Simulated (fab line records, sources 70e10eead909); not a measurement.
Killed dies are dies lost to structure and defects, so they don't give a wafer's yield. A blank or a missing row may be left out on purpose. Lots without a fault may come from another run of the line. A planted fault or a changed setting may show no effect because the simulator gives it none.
Chamber matching | flow nand_harc | NHARC_THIN_TSV_CMP_01 on cmp-01: 4 sister chambers
The step polishes. 8 wafers are shown with their chamber, then 9 later ones without.

WAFERS WITH THEIR CHAMBER
wafer  | chamber | motor_current_A (A)
L076.3 | 0       | 12.1
L076.6 | 1       | 11.8
L083.1 | 1       | 12.1
L083.2 | 0       | 12.0
L083.4 | 3       | 11.6
L085.3 | 2       | 11.0
L085.5 | 2       | 11.1
L085.6 | 3       | 11.5

WAFERS WITHOUT THEIR CHAMBER
wafer  | motor_current_A (A)
L086.2 | 12.1
L086.5 | 13.1
L086.6 | 12.2
L093.2 | 12.5
L093.5 | 10.7
L093.6 | 11.8
L097.1 | 11.0
L097.2 | 12.2
L097.3 | 12.8

WHICH CHAMBER EACH WENT THROUGH
wafer  | from the rows above          | in truth
L086.2 | can't be placed: 0 or 1      | 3
L086.5 | can't be placed: 0 or 1      | 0
L086.6 | can't be placed: 0 or 1      | 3
L093.2 | can't be placed: 0 or 1      | 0
L093.5 | 2                            | 2
L093.6 | can't be placed: 1 or 0 or 3 | 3
L097.1 | 2                            | 2
L097.2 | can't be placed: 0 or 1      | 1
L097.3 | can't be placed: 0 or 1      | 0
Placed correctly: 2 of 9. Can't be placed from these rows: 7 (the true chamber is among the candidates in 5). Placed wrongly: 0.
How it was worked out, from the rows above alone: a wafer's distance from a chamber is the root of the sum, over the readings, of the square of ((its reading less the chamber's mean) divided by the reading's scatter). The wafer belongs to the nearest chamber; if the next one is less than 2 further off, it can't be placed. A chamber's mean is the mean of its shown wafers. The scatter: the root of (the sum of the squares of (reading less its chamber's mean) over the shown wafers, divided by (wafers less chambers)).
